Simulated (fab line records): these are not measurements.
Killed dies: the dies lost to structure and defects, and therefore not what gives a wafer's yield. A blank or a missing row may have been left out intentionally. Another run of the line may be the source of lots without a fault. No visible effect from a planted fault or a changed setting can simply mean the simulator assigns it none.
fab line records | flow n5Finfet
record lots=7 wafers=39
route steps=1938 shown WELL_APT@33 PMOS_HMC_CHANNEL_EPI@78 DUMMY_GATE@250 GATE_CUT@510
startH: hours from the record's first day to the start of the lot's first wafer shown | waitH: hours from the lot's prior step to this one | " same as the row above | L1.1+2: several wafers, shown together as one row | - no value, or no start given | * or withheld: withheld | < > ~ a bound
route shown NAME@n: names a module that has steps shown in the file, with the first one's number in the route | usual: average and standard deviation across the fault-free wafers | same: alike in all rows | chamber/n: place in a boat | sites: the reading at each site | _std_site: the values' standard deviation | _edge_site: mean of outer sites minus mean of inner sites | radiusMm: for every site, how far away it sits from the centre of the wafer | mask NAME#n: copy n | behind: the last tool/chamber to shape the wafer | hold: what put the lot on hold/how long, in hours/how the hold closed | device: whichever transistor did not switch (one of n, p or np) | end of line: tests run on the same wafers once the route is complete | a step without rows: its recipe alone | killed: the dies lost at the first sort to structure and to defects; this is not the yield of the wafer | map: the dies of a wafer, with x for killed, . for not killed, _ for no die there
set.NAME: the setting as run; set.NAME@STEP: as run at that earlier step | model.NAME: the simulator's own value behind a step, which no gauge read
one table per step and one row per wafer, for lots whose settings were changed on purpose
## steps
# step N5_WELL_APT_IMPLANT_15
# recipe species=As energyKev=25 doseCm2=1.5e+13 tiltDeg=0 rotationDeg=0
# columns lot.wafer tool chamber startH waitH set.energyKev model.implant.rpNm model.implant.drpNm
L077.1+2+6 implanter-01 0 31.93 0.1 25 19.05 8.457
L078.1+3+4 implanter-02 0 38.08 0.1 27.01 20.16 8.937
L078.2+5+6 " 0 " " 25 19.02 8.457
L084.1+4+6 implanter-01 0 74.28 0.1 25 18.42 8.457
L084.2+3+5 " 0 " " 27.95 20.03 9.159
L085.1+4+6 implanter-02 0 80.50 0.1 25 19.84 8.457
L085.2+3+5 " 0 " " 22.97 18.63 7.967
L087.1+2+4 implanter-01 0 92.05 0.1 25 18.29 8.457
L087.3+5+6 " 0 " " 26.58 19.14 8.834
L090.1+5+6 implanter-02 0 110.18 0.1 25 18.93 8.457
L090.2+3+4 " 0 " " 27.43 20.3 9.036
L096.1+5+6 implanter-01 0 146.27 0.1 28.44 20.27 9.274
L096.2+3+4 " 0 " " 25 18.4 8.457
# step N5_PMOS_HMC_CHANNEL_EPI_EPI_20
# recipe material=SiGe30 maskMaterial=SiO2 pressureTorr=20 targetThkA=590 tempC=600
# columns lot.wafer tool chamber startH waitH set.tempC model.SiGe30_of_PMOS_HMC_CHANNEL_EPI_EPI_20.thkNm
L077.1 epiRpcvd-04 0 35.91 0.0 600 59.04
L077.2 " 0 " " 600 59.22
L077.6 " 0 " " 600 59.27
L078.1 epiRpcvd-02 0 41.76 0.0 602 62.28
L078.2 " 0 " " 600 59.66
L078.3 " 0 " " 600 59.8
L078.4 " 0 " " 602 61.59
L078.5 " 0 " " 602 62.6
L078.6 " 0 " " 600 59.35
L084.1 epiRpcvd-03 0 78.65 0.0 600 58.9
L084.2 " 0 " " 595 52.58
L084.3 " 0 " " 595 52.95
L084.4 " 0 " " 595 53.34
L084.5 " 0 " " 600 57.84
L084.6 " 0 " " 600 58.37
L085.1+5 epiRpcvd-02 0 84.37 0.0 600 58.14
L085.2 " 0 " " 600 58.57
L085.3 " 0 " " 600 58.43
L085.4 " 0 " " 600 58.54
L085.6 " 0 " " 600 58.96
L087.1 epiRpcvd-02 0 95.98 0.0 603.1 62.38
L087.2 " 0 " " 603.1 62.84
L087.3 " 0 " " 603.1 62.08
L087.4 " 0 " " 600 59.49
L087.5 " 0 " " 600 59.06
L087.6 " 0 " " 600 58.47
L090.1 epiRpcvd-04 0 114.24 0.0 600 59.74
L090.2 " 0 " " 604.6 64.43
L090.3 " 0 " " 604.6 64.5
L090.4 " 0 " " 600 59.25
L090.5 " 0 " " 600 60.01
L090.6 " 0 " " 604.6 64.9
L096.1 epiRpcvd-02 0 150.19 0.0 600 58.55
L096.2 " 0 " " 600 58.9
L096.3 " 0 " " 600 58.52
L096.4 " 0 " " 600 58.71
L096.5 " 0 " " 600 58.59
L096.6 " 0 " " 600 58.94
# step N5_DUMMY_GATE_ETCH_42
# recipe chemistry=CHF3/O2 target=SiO2 targetDepthA=35 timeS=31 ionEnergyEv=30 biasW=12 pressureMtorr=30 sourceW=600 Ar_flow_sccm=200 CHF3_flow_sccm=50 O2_flow_sccm=5
# usual rfVppV=42.4/1.2
# columns lot.wafer tool chamber startH waitH set.biasW rfVppV
L077.1 rieDiel-04 3 71.46 0.1 12 42.3
L077.2 " 2 " " 12 41.0
L077.6 " 2 " " 12 38.4
L078.1 rieDiel-01 1 75.21 0.1 13.83 46.3
L078.2 " 0 " " 13.83 47.2
L078.3 " 2 " " 13.83 48.1
L078.4 " 3 " " 12 42.7
L078.5 " 0 " " 12 43.6
L078.6 " 1 " " 12 41.7
L084.1 rieDiel-03 2 109.68 0.2 12 41.9
L084.2 " 1 " " 12 42.2
L084.3 " 0 " " 12 41.9
L084.4 " 3 " " 12 43.4
L084.5 " 1 " " 12 42.9
L084.6 " 0 " " 12 41.5
L085.1 rieDiel-01 3 118.16 0.0 12 42.0
L085.2 " 1 " " 13.04 42.7
L085.3 " 0 " " 12 41.8
L085.4 " 0 " " 12 42.8
L085.5 " 1 " " 13.04 44.2
L085.6 " 3 " " 13.04 44.3
L087.1 rieDiel-03 3 127.40 0.0 12 41.2
L087.2 " 2 " " 14.15 46.9
L087.3 " 1 " " 14.15 48.4
L087.4 " 0 " " 12 41.0
L087.5 " 0 " " 14.15 47.7
L087.6 " 3 " " 12 44.4
L090.1 rieDiel-03 2 142.14 0.2 10.4 38.3
L090.2 " 0 " " 12 42.0
L090.3 " 1 " " 10.4 38.7
L090.4 " 3 " " 12 43.7
L090.5 " 3 " " 12 43.2
L090.6 " 0 " " 10.4 37.7
L096.1 rieDiel-01 3 178.98 0.2 12 42.3
L096.2 " 2 " " 13.05 45.8
L096.3 " 1 " " 12 41.2
L096.4 " 2 " " 12 44.9
L096.5 " 3 " " 13.05 44.7
L096.6 " 1 " " 13.05 44.9
# step N5_GATE_CUT_ALD_22
# recipe material=SiNx targetThkA=160 tempC=400 aldPrecursorFamily=SiH2I2 aldCoReactant=N2/H2-plasma pulseTimeS=1 aldCycles=320 purgeTimeS=2 coReactantPurgeTimeS=2 pressureTorr=2
# columns lot.wafer tool chamber startH waitH set.aldCycles model.SiNx_of_GATE_CUT_ALD_22.thkNm
L077.1+2+6 aldSin-01 3,2,0 110.80 0.0 320 16
L078.1+3+6 aldSin-04 1,0,1 114.06 0.0 320 15.8
L078.2+4+5 " 3,2,2 " " 320 16
L084.1 aldSin-04 0 147.80 0.0 362 18
L084.2+5 " 1 " " 320 16
L084.3+6 " 2 " " 362 18.2
L084.4 " 3 " " 320 16.2
L085.1+3+4+6 aldSin-01 2,1,0,2 157.46 0.0 320 16
L085.2+5 " 3,1 " " 320 16.2
L087.1+2+4+5 aldSin-02 0,1,2,2 164.12 0.0 320 16
L087.3+6 " 3 " " 320 15.8
L090.1+2+4 aldSin-04 3,0,2 178.97 0.0 372 18.6
L090.3+5+6 " 1,0,3 " " 320 16
L096.1+5 aldSin-02 3 216.74 0.0 347 17.2
L096.2+6 " 2,1 " " 320 16
L096.3 " 1 " " 347 17.4
L096.4 " 2 " " 320 16.2
## key
split step=N5_WELL_APT_IMPLANT_15 setting=energyKev stated=25 by=wafer
response step=N5_WELL_APT_IMPLANT_15 reading=model.implant.rpNm change=+0.139 per=1% r=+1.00
response step=N5_WELL_APT_IMPLANT_15 reading=model.implant.drpNm change=+0.0596 per=1% r=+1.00
split step=N5_PMOS_HMC_CHANNEL_EPI_EPI_20 setting=tempC stated=600 by=wafer
response step=N5_PMOS_HMC_CHANNEL_EPI_EPI_20 reading=model.SiGe30_of_PMOS_HMC_CHANNEL_EPI_EPI_20.thkNm change=+6.58 per=1% r=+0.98
split step=N5_DUMMY_GATE_ETCH_42 setting=biasW stated=12 by=wafer
response step=N5_DUMMY_GATE_ETCH_42 reading=rfVppV change=+0.3 per=1% r=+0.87
split step=N5_GATE_CUT_ALD_22 setting=aldCycles stated=320 by=wafer
response step=N5_GATE_CUT_ALD_22 reading=model.SiNx_of_GATE_CUT_ALD_22.thkNm change=+0.157 per=1% r=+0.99
